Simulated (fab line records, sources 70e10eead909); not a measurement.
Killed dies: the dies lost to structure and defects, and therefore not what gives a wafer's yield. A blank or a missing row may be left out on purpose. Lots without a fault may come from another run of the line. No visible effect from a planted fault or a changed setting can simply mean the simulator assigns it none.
fab line records / flow nandHarc
record: lots: 6 wafers: 18 lastDay: 24
route steps=1159 shown A_STAIRCASE@694
lots with no fault: from the same line, run without faults
startH: start of the lot's first displayed wafer, in hours after the record's first day / waitH: hours since the lot's step before / " repeats the value in the row above / L1.1+2: one row covering several wafers at once / - no value, or no start was given / * or withheld: withheld / < > ~ a bound
route shown NAME@n: a module of which the file shows steps, and the number in the route of the first / usual: mean/standard deviation taken from wafers without a fault / same: alike in all rows / chamber/n: place in a boat / sites: the reading at each site / _std_site: the values' standard deviation / _edge_site: inner sites' mean taken away from outer sites' mean / radiusMm: how far each site lies from the wafer's centre / mask NAME#n: copy n / behind: the most recent tool/chamber to have shaped the wafer / hold: reason for holding the lot/hours on hold/outcome of the hold / device: whichever transistor did not switch (one of n, p or np) / end of line: tests run on the same wafers once the route is complete / a step given without rows: its recipe and nothing more / killed: the dies lost at the first sort to structure and to defects; this is not the yield of the wafer / map: a wafer's dies, x killed, . not, _ none there
set.NAME: setting as actually run; set.NAME@STEP: the setting as run at that earlier step / model.NAME: the simulator's own value behind a step, which no gauge read
lots seen at some steps along the route; tables by step, rows by wafer
services: a tool's chamber out of use, with start hour (startH, from the record's first day; less than 0 if before it), hours out, and reason
== steps ==
step: NHARC_A_STAIRCASE_STRIP_317
recipe: timeS: 900 tempC: 130 chemistry: SPM
step: NHARC_A_STAIRCASE_PRECLEAN_318
recipe: timeS: * tempC: 50 bathAgeMin: 0 chemistry: SC1
step: NHARC_A_STAIRCASE_SRD_329
step: NHARC_A_STAIRCASE_ALD_415
recipe: targetThkA: 300 pulseTimeS: 6 aldCycles: 300 tempC: 300 material: SiO2
usual: heaterPowerOuterW: 269/31 heaterPowerW: 489/65 precursorPulseHeightRel: 1.001/0.02
same: pulseTimeS: 6
lot.wafer=L759.2 tool=aldHk-03 chamber=3 startH=260.38 waitH=0.1 heaterPowerOuterW=228 heaterPowerW=425 precursorPulseHeightRel=1.026
lot.wafer=L759.1 tool=aldHk-03 chamber=1 startH=260.38 waitH=0.1 heaterPowerOuterW=298 heaterPowerW=592 precursorPulseHeightRel=1.029
lot.wafer=L759.6 tool=aldHk-03 chamber=3 startH=260.38 waitH=0.1 heaterPowerOuterW=232 heaterPowerW=410 precursorPulseHeightRel=0.991
lot.wafer=L764.2 tool=aldHk-03 chamber=3 startH=304.86 waitH=0.5 heaterPowerOuterW=231 heaterPowerW=417 precursorPulseHeightRel=0.984
lot.wafer=L764.1 tool=aldHk-03 chamber=0 startH=304.86 waitH=0.5 heaterPowerOuterW=302 heaterPowerW=524 precursorPulseHeightRel=1.036
lot.wafer=L764.6 tool=aldHk-03 chamber=2 startH=304.86 waitH=0.5 heaterPowerOuterW=264 heaterPowerW=436 precursorPulseHeightRel=1.011
lot.wafer=L762.4 tool=aldHk-03 chamber=2 startH=308.56 waitH=0.5 heaterPowerOuterW=263 heaterPowerW=445 precursorPulseHeightRel=0.994
lot.wafer=L762.5 tool=aldHk-03 chamber=0 startH=308.56 waitH=0.5 heaterPowerOuterW=286 heaterPowerW=502 precursorPulseHeightRel=0.998
lot.wafer=L762.6 tool=aldHk-03 chamber=1 startH=308.56 waitH=0.5 heaterPowerOuterW=296 heaterPowerW=599 precursorPulseHeightRel=1.003
lot.wafer=L765.2 tool=aldHk-04 chamber=3 startH=320.17 waitH=0.7 heaterPowerOuterW=290 heaterPowerW=535 precursorPulseHeightRel=0.995
lot.wafer=L765.3 tool=aldHk-04 chamber=2 startH=320.17 waitH=0.7 heaterPowerOuterW=278 heaterPowerW=454 precursorPulseHeightRel=0.988
lot.wafer=L765.6 tool=aldHk-04 chamber=0 startH=320.17 waitH=0.7 heaterPowerOuterW=233 heaterPowerW=471 precursorPulseHeightRel=0.996
lot.wafer=L779.4 tool=aldHk-04 chamber=2 startH=385.15 waitH=0.1 heaterPowerOuterW=260 heaterPowerW=439 precursorPulseHeightRel=1.011
lot.wafer=L779.1 tool=aldHk-04 chamber=1 startH=385.15 waitH=0.1 heaterPowerOuterW=316 heaterPowerW=557 precursorPulseHeightRel=0.997
lot.wafer=L779.5 tool=aldHk-04 chamber=2 startH=385.15 waitH=0.1 heaterPowerOuterW=273 heaterPowerW=446 precursorPulseHeightRel=1.037
lot.wafer=L780.1 tool=aldHk-04 chamber=0 startH=390.48 waitH=0.8 heaterPowerOuterW=237 heaterPowerW=456 precursorPulseHeightRel=0.986
lot.wafer=L780.5 tool=aldHk-04 chamber=1 startH=390.48 waitH=0.8 heaterPowerOuterW=317 heaterPowerW=561 precursorPulseHeightRel=1.015
lot.wafer=L780.6 tool=aldHk-04 chamber=2 startH=390.48 waitH=0.8 heaterPowerOuterW=261 heaterPowerW=436 precursorPulseHeightRel=0.997
step: NHARC_A_STAIRCASE_ETCHBACK_416
recipe: targetDepthA: 360 timeS: 7.2 c4f8FlowSccm: withheld o2FlowSccm: 8 arFlowSccm: withheld rfW: 600 biasW: 800 chemistry: C4F8/O2/Ar
usual: biasW: 800.1/2.3 chamberPressureMTorr: 24.996/0.021 oesProductAu: 0.931/0.026 rfVppV: 723/3.4
lot.wafer=L759.1 tool=rieDiel-04 chamber=3 startH=- waitH=- biasW=794.4 chamberPressureMTorr=25.012 oesProductAu=0.925 rfHoursCounterH=53 rfVppV=726
lot.wafer=L759.2 tool=rieDiel-04 chamber=0 startH=- waitH=- biasW=799.8 chamberPressureMTorr=25.009 oesProductAu=0.925 rfHoursCounterH=52 rfVppV=721
lot.wafer=L759.6 tool=rieDiel-04 chamber=3 startH=- waitH=- biasW=794.8 chamberPressureMTorr=24.975 oesProductAu=0.934 rfHoursCounterH=- rfVppV=727
lot.wafer=L764.2 tool=rieDiel-02 chamber=0 startH=- waitH=- biasW=799.6 chamberPressureMTorr=25.030 oesProductAu=1.006 rfHoursCounterH=57 rfVppV=728
lot.wafer=L764.1 tool=rieDiel-02 chamber=1 startH=- waitH=- biasW=798.5 chamberPressureMTorr=25.016 oesProductAu=0.997 rfHoursCounterH=53 rfVppV=724
lot.wafer=L764.6 tool=rieDiel-02 chamber=2 startH=- waitH=- biasW=800.9 chamberPressureMTorr=25.026 oesProductAu=0.995 rfHoursCounterH=- rfVppV=728
lot.wafer=L762.4 tool=rieDiel-05 chamber=0 startH=- waitH=- biasW=798.0 chamberPressureMTorr=24.991 oesProductAu=0.923 rfHoursCounterH=49 rfVppV=719
lot.wafer=L762.6 tool=rieDiel-05 chamber=2 startH=- waitH=- biasW=801.5 chamberPressureMTorr=25.017 oesProductAu=0.915 rfHoursCounterH=- rfVppV=722
lot.wafer=L762.5 tool=rieDiel-05 chamber=3 startH=- waitH=- biasW=797.9 chamberPressureMTorr=25.054 oesProductAu=0.926 rfHoursCounterH=- rfVppV=725
lot.wafer=L765.3 tool=rieDiel-02 chamber=2 startH=- waitH=- biasW=804.5 chamberPressureMTorr=25.016 oesProductAu=0.925 rfHoursCounterH=65 rfVppV=727
lot.wafer=L765.2 tool=rieDiel-02 chamber=0 startH=- waitH=- biasW=799.9 chamberPressureMTorr=24.994 oesProductAu=0.929 rfHoursCounterH=63 rfVppV=730
lot.wafer=L765.6 tool=rieDiel-02 chamber=2 startH=- waitH=- biasW=800.4 chamberPressureMTorr=25.004 oesProductAu=0.932 rfHoursCounterH=- rfVppV=727
lot.wafer=L779.4 tool=rieDiel-02 chamber=2 startH=- waitH=- biasW=808.1 chamberPressureMTorr=25.017 oesProductAu=0.926 rfHoursCounterH=23 rfVppV=727
lot.wafer=L779.1 tool=rieDiel-02 chamber=0 startH=- waitH=- biasW=802.4 chamberPressureMTorr=25.010 oesProductAu=0.910 rfHoursCounterH=25 rfVppV=728
lot.wafer=L779.5 tool=rieDiel-02 chamber=2 startH=- waitH=- biasW=800.8 chamberPressureMTorr=24.984 oesProductAu=0.928 rfHoursCounterH=- rfVppV=727
lot.wafer=L780.1 tool=rieDiel-02 chamber=1 startH=- waitH=- biasW=800.5 chamberPressureMTorr=24.994 oesProductAu=0.932 rfHoursCounterH=26 rfVppV=722
lot.wafer=L780.5 tool=rieDiel-02 chamber=2 startH=- waitH=- biasW=797.7 chamberPressureMTorr=25.003 oesProductAu=0.930 rfHoursCounterH=- rfVppV=727
lot.wafer=L780.6 tool=rieDiel-02 chamber=3 startH=- waitH=- biasW=804.5 chamberPressureMTorr=25.009 oesProductAu=0.927 rfHoursCounterH=- rfVppV=721
step: NHARC_A_STAIRCASE_STRIP_476
recipe: timeS: 20 o2FlowSccm: 500 arFlowSccm: 0 biasW: 0 chemistry: O2
usual: chamberPressureMTorr: 60.00/0.096 drypumpMotorCurrentA: 5.6/0.48 oesProductAu: 0.995/0.008 rfVppV: 57.8/0.89 showerheadPlenumPTorr: 3.54/0.12 throttleValvePct: 17.037/0.0091
same: biasW: 0
lot.wafer=L759.2 tool=rieDiel-04 chamber=2 startH=262.54 waitH=0.1 chamberPressureMTorr=59.94 drypumpMotorCurrentA=5.1 oesProductAu=1.000 rfHoursCounterH=54 rfVppV=57.5 showerheadPlenumPTorr=3.55 throttleValvePct=17.040
lot.wafer=L759.1 tool=rieDiel-04 chamber=0 startH=262.54 waitH=0.1 chamberPressureMTorr=60.10 drypumpMotorCurrentA=5.4 oesProductAu=1.002 rfHoursCounterH=52 rfVppV=57.8 showerheadPlenumPTorr=3.43 throttleValvePct=17.043
lot.wafer=L759.6 tool=rieDiel-04 chamber=2 startH=262.54 waitH=0.1 chamberPressureMTorr=59.96 drypumpMotorCurrentA=5.1 oesProductAu=1.002 rfHoursCounterH=- rfVppV=58.5 showerheadPlenumPTorr=3.55 throttleValvePct=17.036
lot.wafer=L764.1 tool=rieDiel-02 chamber=1 startH=306.55 waitH=0.1 chamberPressureMTorr=59.97 drypumpMotorCurrentA=5.8 oesProductAu=1.007 rfHoursCounterH=53 rfVppV=58.0 showerheadPlenumPTorr=3.49 throttleValvePct=17.040
lot.wafer=L764.2 tool=rieDiel-02 chamber=3 startH=306.55 waitH=0.1 chamberPressureMTorr=60.07 drypumpMotorCurrentA=5.0 oesProductAu=1.013 rfHoursCounterH=59 rfVppV=56.9 showerheadPlenumPTorr=3.49 throttleValvePct=17.040
lot.wafer=L764.6 tool=rieDiel-02 chamber=0 startH=306.55 waitH=0.1 chamberPressureMTorr=60.04 drypumpMotorCurrentA=5.7 oesProductAu=1.007 rfHoursCounterH=- rfVppV=58.5 showerheadPlenumPTorr=3.72 throttleValvePct=17.035
lot.wafer=L762.4 tool=rieDiel-05 chamber=1 startH=310.44 waitH=0.2 chamberPressureMTorr=60.14 drypumpMotorCurrentA=6.4 oesProductAu=0.999 rfHoursCounterH=47 rfVppV=58.7 showerheadPlenumPTorr=3.38 throttleValvePct=17.030
lot.wafer=L762.6 tool=rieDiel-05 chamber=3 startH=310.44 waitH=0.2 chamberPressureMTorr=59.96 drypumpMotorCurrentA=5.0 oesProductAu=0.991 rfHoursCounterH=- rfVppV=56.5 showerheadPlenumPTorr=3.61 throttleValvePct=17.027
lot.wafer=L762.5 tool=rieDiel-05 chamber=0 startH=310.44 waitH=0.2 chamberPressureMTorr=60.08 drypumpMotorCurrentA=5.3 oesProductAu=1.003 rfHoursCounterH=- rfVppV=56.0 showerheadPlenumPTorr=3.40 throttleValvePct=17.037
lot.wafer=L765.2 tool=rieDiel-02 chamber=0 startH=322.42 waitH=0.1 chamberPressureMTorr=59.95 drypumpMotorCurrentA=5.7 oesProductAu=0.999 rfHoursCounterH=63 rfVppV=56.5 showerheadPlenumPTorr=3.71 throttleValvePct=17.042
lot.wafer=L765.3 tool=rieDiel-02 chamber=1 startH=322.42 waitH=0.1 chamberPressureMTorr=60.05 drypumpMotorCurrentA=5.8 oesProductAu=0.989 rfHoursCounterH=60 rfVppV=58.2 showerheadPlenumPTorr=3.49 throttleValvePct=17.041
lot.wafer=L765.6 tool=rieDiel-02 chamber=2 startH=322.42 waitH=0.1 chamberPressureMTorr=60.06 drypumpMotorCurrentA=6.2 oesProductAu=0.990 rfHoursCounterH=- rfVppV=58.5 showerheadPlenumPTorr=3.68 throttleValvePct=17.031
lot.wafer=L779.1 tool=rieDiel-02 chamber=1 startH=387.37 waitH=0.1 chamberPressureMTorr=59.94 drypumpMotorCurrentA=5.8 oesProductAu=1.001 rfHoursCounterH=24 rfVppV=57.7 showerheadPlenumPTorr=3.47 throttleValvePct=17.046
lot.wafer=L779.4 tool=rieDiel-02 chamber=2 startH=387.37 waitH=0.1 chamberPressureMTorr=60.02 drypumpMotorCurrentA=6.2 oesProductAu=0.995 rfHoursCounterH=24 rfVppV=59.0 showerheadPlenumPTorr=3.66 throttleValvePct=17.032
lot.wafer=L779.5 tool=rieDiel-02 chamber=0 startH=387.37 waitH=0.1 chamberPressureMTorr=60.06 drypumpMotorCurrentA=5.7 oesProductAu=0.993 rfHoursCounterH=- rfVppV=58.2 showerheadPlenumPTorr=3.70 throttleValvePct=17.046
lot.wafer=L780.1 tool=rieDiel-02 chamber=2 startH=391.97 waitH=0.1 chamberPressureMTorr=60.03 drypumpMotorCurrentA=6.2 oesProductAu=0.995 rfHoursCounterH=25 rfVppV=57.9 showerheadPlenumPTorr=3.66 throttleValvePct=17.039
lot.wafer=L780.6 tool=rieDiel-02 chamber=0 startH=391.97 waitH=0.1 chamberPressureMTorr=60.04 drypumpMotorCurrentA=5.7 oesProductAu=0.990 rfHoursCounterH=- rfVppV=59.1 showerheadPlenumPTorr=3.70 throttleValvePct=17.041
lot.wafer=L780.5 tool=rieDiel-02 chamber=1 startH=391.97 waitH=0.1 chamberPressureMTorr=59.96 drypumpMotorCurrentA=5.8 oesProductAu=1.005 rfHoursCounterH=- rfVppV=59.1 showerheadPlenumPTorr=3.47 throttleValvePct=17.029
step: NHARC_A_STAIRCASE_DEP_417
recipe: targetThkA: 600 stepCoveragePct: 20 tempC: 400 targetThkNm: 60 flowSccm: 200 rfW: 450 material: Si3N4
usual: heaterPowerOuterW: 427/66 heaterPowerW: 727/86
lot.wafer=L759.1 tool=pecvd-02 chamber=0 startH=262.69 waitH=- heaterPowerOuterW=504 heaterPowerW=808
lot.wafer=L759.2 tool=pecvd-02 chamber=1 startH=262.69 waitH=- heaterPowerOuterW=444 heaterPowerW=702
lot.wafer=L759.6 tool=pecvd-02 chamber=1 startH=262.69 waitH=- heaterPowerOuterW=440 heaterPowerW=714
lot.wafer=L764.2 tool=pecvd-01 chamber=1 startH=306.66 waitH=- heaterPowerOuterW=475 heaterPowerW=787
lot.wafer=L764.1 tool=pecvd-01 chamber=0 startH=306.66 waitH=- heaterPowerOuterW=415 heaterPowerW=726
lot.wafer=L764.6 tool=pecvd-01 chamber=2 startH=306.66 waitH=- heaterPowerOuterW=318 heaterPowerW=607
lot.wafer=L762.6 tool=pecvd-04 chamber=2 startH=310.66 waitH=- heaterPowerOuterW=476 heaterPowerW=761
lot.wafer=L762.4 tool=pecvd-04 chamber=0 startH=310.66 waitH=- heaterPowerOuterW=414 heaterPowerW=708
lot.wafer=L762.5 tool=pecvd-04 chamber=1 startH=310.66 waitH=- heaterPowerOuterW=355 heaterPowerW=647
lot.wafer=L765.2 tool=pecvd-02 chamber=0 startH=322.55 waitH=- heaterPowerOuterW=415 heaterPowerW=688
lot.wafer=L765.3 tool=pecvd-02 chamber=1 startH=322.55 waitH=- heaterPowerOuterW=396 heaterPowerW=671
lot.wafer=L765.6 tool=pecvd-02 chamber=0 startH=322.55 waitH=- heaterPowerOuterW=429 heaterPowerW=665
lot.wafer=L779.1 tool=pecvd-02 chamber=2 startH=387.46 waitH=- heaterPowerOuterW=560 heaterPowerW=945
lot.wafer=L779.5 tool=pecvd-02 chamber=2 startH=387.46 waitH=- heaterPowerOuterW=554 heaterPowerW=948
lot.wafer=L779.4 tool=pecvd-02 chamber=1 startH=387.46 waitH=- heaterPowerOuterW=339 heaterPowerW=575
lot.wafer=L780.1 tool=pecvd-01 chamber=0 startH=392.15 waitH=- heaterPowerOuterW=428 heaterPowerW=734
lot.wafer=L780.5 tool=pecvd-01 chamber=1 startH=392.15 waitH=- heaterPowerOuterW=466 heaterPowerW=785
lot.wafer=L780.6 tool=pecvd-01 chamber=2 startH=392.15 waitH=- heaterPowerOuterW=399 heaterPowerW=691
step: NHARC_A_STAIRCASE_WET_418
recipe: tempC: 160 targetDepthA: 200 chemistry: H3PO4
step: NHARC_A_STAIRCASE_PRECLEAN_419
recipe: timeS: * tempC: 50 bathAgeMin: 0 chemistry: SC1
step: NHARC_A_STAIRCASE_SRD_421
step: NHARC_A_STAIRCASE_ALD_420
recipe: targetThkA: 200 pulseTimeS: 6 aldCycles: 200 tempC: 300 material: SiO2
step: NHARC_A_STAIRCASE_CVD_552
recipe: targetThkA: 400 tempC: 700 pressureMtorr: 300 material: SiNx
lot.wafer=L759.1+2+6 tool=lpcvd-01 chamber=0 startH=271.11 waitH=-
lot.wafer=L762.4+5+6 tool=lpcvd-02 chamber=0 startH=317.78 waitH=-
lot.wafer=L764.1+2+6 tool=lpcvd-02 chamber=1 startH=317.78 waitH=-
lot.wafer=L764.1+2+6 tool=lpcvd-02 chamber=1 startH=324.18 waitH=3.2
lot.wafer=L765.2+3+6 tool=lpcvd-02 chamber=1 startH=329.57 waitH=-
lot.wafer=L765.2+3+6 tool=lpcvd-01 chamber=1 startH=340.00 waitH=7.2
lot.wafer=L779.1+4+5 tool=lpcvd-01 chamber=1 startH=395.96 waitH=-
lot.wafer=L780.1+5+6 tool=lpcvd-01 chamber=0 startH=400.50 waitH=-
step: NHARC_A_STAIRCASE_DEP_151
recipe: targetThkA: 38000 tempC: 400 targetThkNm: 3800 teosFlowSccm: 200 rfW: 500 material: SiO2
usual: heaterPowerOuterW: 385/68 heaterPowerW: 671/93
lot.wafer=L759.1 tool=pecvd-04 chamber=0 startH=274.67 waitH=0.4 heaterPowerOuterW=473 heaterPowerW=765
lot.wafer=L759.2 tool=pecvd-04 chamber=1 startH=274.67 waitH=0.4 heaterPowerOuterW=321 heaterPowerW=601
lot.wafer=L759.6 tool=pecvd-04 chamber=0 startH=274.67 waitH=0.4 heaterPowerOuterW=386 heaterPowerW=655
lot.wafer=L762.5 tool=pecvd-04 chamber=2 startH=321.88 waitH=0.9 heaterPowerOuterW=384 heaterPowerW=653
lot.wafer=L762.4 tool=pecvd-04 chamber=0 startH=321.88 waitH=0.9 heaterPowerOuterW=382 heaterPowerW=639
lot.wafer=L762.6 tool=pecvd-04 chamber=1 startH=321.88 waitH=0.9 heaterPowerOuterW=261 heaterPowerW=535
lot.wafer=L764.1 tool=pecvd-02 chamber=2 startH=328.05 waitH=0.7 heaterPowerOuterW=471 heaterPowerW=822
lot.wafer=L764.2 tool=pecvd-02 chamber=1 startH=328.05 waitH=0.7 heaterPowerOuterW=441 heaterPowerW=723
lot.wafer=L764.6 tool=pecvd-02 chamber=2 startH=328.05 waitH=0.7 heaterPowerOuterW=456 heaterPowerW=795
lot.wafer=L765.3 tool=pecvd-01 chamber=1 startH=343.91 waitH=0.7 heaterPowerOuterW=448 heaterPowerW=754
lot.wafer=L765.2 tool=pecvd-01 chamber=0 startH=343.91 waitH=0.7 heaterPowerOuterW=398 heaterPowerW=695
lot.wafer=L765.6 tool=pecvd-01 chamber=1 startH=343.91 waitH=0.7 heaterPowerOuterW=352 heaterPowerW=650
lot.wafer=L779.1 tool=pecvd-02 chamber=0 startH=399.77 waitH=0.6 heaterPowerOuterW=460 heaterPowerW=710
lot.wafer=L779.5 tool=pecvd-02 chamber=1 startH=399.77 waitH=0.6 heaterPowerOuterW=324 heaterPowerW=553
lot.wafer=L779.4 tool=pecvd-02 chamber=0 startH=399.77 waitH=0.6 heaterPowerOuterW=348 heaterPowerW=569
lot.wafer=L780.1 tool=pecvd-01 chamber=0 startH=404.17 waitH=0.5 heaterPowerOuterW=408 heaterPowerW=718
lot.wafer=L780.6 tool=pecvd-01 chamber=1 startH=404.17 waitH=0.5 heaterPowerOuterW=355 heaterPowerW=636
lot.wafer=L780.5 tool=pecvd-01 chamber=2 startH=404.17 waitH=0.5 heaterPowerOuterW=286 heaterPowerW=581
== services ==
tool=pecvd-01 chamber=- startH=237.31 hours=13.0 kind=pm
tool=rieDiel-02 chamber=0 startH=259.46 hours=- kind=clean
tool=rieDiel-02 chamber=1 startH=259.46 hours=- kind=clean
tool=rieDiel-02 chamber=2 startH=259.46 hours=- kind=clean
tool=rieDiel-02 chamber=3 startH=259.46 hours=- kind=clean
tool=pecvd-01 chamber=- startH=265.32 hours=1.4 kind=repair
tool=rieDiel-02 chamber=- startH=268.13 hours=0.7 kind=repair
tool=pecvd-04 chamber=2 startH=269.94 hours=18.9 kind=repair
tool=rieDiel-02 chamber=- startH=281.04 hours=0.8 kind=repair
tool=rieDiel-02 chamber=0 startH=283.99 hours=- kind=clean
tool=rieDiel-02 chamber=1 startH=283.99 hours=- kind=clean
tool=rieDiel-02 chamber=2 startH=283.99 hours=- kind=clean
tool=rieDiel-02 chamber=3 startH=283.99 hours=- kind=clean
tool=rieDiel-04 chamber=- startH=289.09 hours=9.0 kind=pm
tool=pecvd-04 chamber=- startH=305.82 hours=1.3 kind=repair
tool=rieDiel-02 chamber=0 startH=308.49 hours=- kind=clean
tool=lpcvd-01 chamber=- startH=314.00 hours=26.0 kind=pm
tool=rieDiel-04 chamber=- startH=314.14 hours=16.1 kind=repair
tool=rieDiel-02 chamber=- startH=328.27 hours=9.0 kind=pm
tool=pecvd-02 chamber=- startH=334.16 hours=13.0 kind=pm
tool=rieDiel-05 chamber=- startH=340.68 hours=9.0 kind=pm
tool=aldHk-04 chamber=- startH=365.36 hours=10.0 kind=pm
tool=rieDiel-02 chamber=3 startH=366.58 hours=10.0 kind=repair
tool=pecvd-04 chamber=- startH=376.25 hours=13.0 kind=pm
== key ==
firstSign: step: NHARC_A_STAIRCASE_CVD_552 reading: visit direction: added
effect none on later readings
metAt NHARC_A_STAIRCASE_CVD_552
struckWafers L764.1,L764.2,L764.6,L765.2,L765.3,L765.6
laterRowsLeftOut L764.1,L764.2,L764.6,L765.2,L765.3,L765.6
sortLeftOut L764.1,L764.2,L764.6,L765.2,L765.3,L765.6
testerLeftOut L764,L765
fault: kind: repeatedStepWhole tool: lpcvd-01,lpcvd-02 chamber: - onsetH: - steps: NHARC_A_STAIRCASE_CVD_552 times: 1 scope: struckLotsOnly
testerLeftOut: of these lots the tester's yield and bins aren't shown, on N5 and GAA mostly nor the transistor test; their killed dies are dies lost to structure and defects alone, not to doping, threshold or leakage, so they don't give the yield
sortLeftOut: the simulated sort isn't trusted on such a fault, so these wafers' sort isn't shown, and their yield isn't known
laterRowsLeftOut: the simulator's readings of these wafers behind a module that went badly wrong aren't trusted and aren't shown, but for the sort
